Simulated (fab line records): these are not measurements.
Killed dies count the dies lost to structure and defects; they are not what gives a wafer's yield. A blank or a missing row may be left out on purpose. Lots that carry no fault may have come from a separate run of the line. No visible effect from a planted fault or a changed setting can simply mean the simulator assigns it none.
Chamber matching    flow n5-finfet    rie-diel-03 running N5_BEOL_M3_STRIP_19: 4 sister chambers
The step strips in O2. 8 wafers are shown with their chamber, then 9 later ones without.

## WAFERS WITH THEIR CHAMBER
wafer   chamber  throttle-valve-pct (%)  showerhead-plenum-p-Torr (Torr)
L079.3  2        16.64                   2.12
L080.5  3        16.70                   2.20
L082.1  0        17.17                   2.11
L082.2  1        16.44                   2.14
L082.6  0        17.19                   2.11
L084.2  2        16.67                   2.12
L084.4  1        16.48                   2.14
L084.6  3        16.71                   2.19

## WAFERS WITHOUT THEIR CHAMBER
wafer   throttle-valve-pct (%)  showerhead-plenum-p-Torr (Torr)
L089.4  16.66                   2.12
L089.5  16.47                   2.14
L089.6  16.73                   2.19
L091.1  16.67                   2.12
L091.3  17.21                   2.10
L091.6  16.73                   2.19
L096.3  17.24                   2.09
L096.4  16.52                   2.13
L096.6  17.25                   2.09

## CHAMBER TAKEN BY EACH
wafer   from the rows above  in truth
L089.4  2                    2
L089.5  1                    1
L089.6  3                    3
L091.1  2                    2
L091.3  0                    0
L091.6  3                    3
L096.3  0                    0
L096.4  1                    1
L096.6  0                    0
Correct placement for 9 of the 9. Not placeable from these rows: 0. Placed wrongly: 0.
How it was worked out, from the rows above alone: a wafer's distance from a chamber is the root of the sum, over the readings, of the square of ((its reading less the chamber's mean) divided by the reading's scatter). If the next closest chamber is less than 2 further off than the closest, the wafer can't be placed; otherwise it belongs to the closest. For every chamber, the mean is computed from those of its wafers that are shown. The scatter: take each reading less its chamber's mean, square it, sum over the shown wafers, divide by the number of wafers less the number of chambers, and take the root.
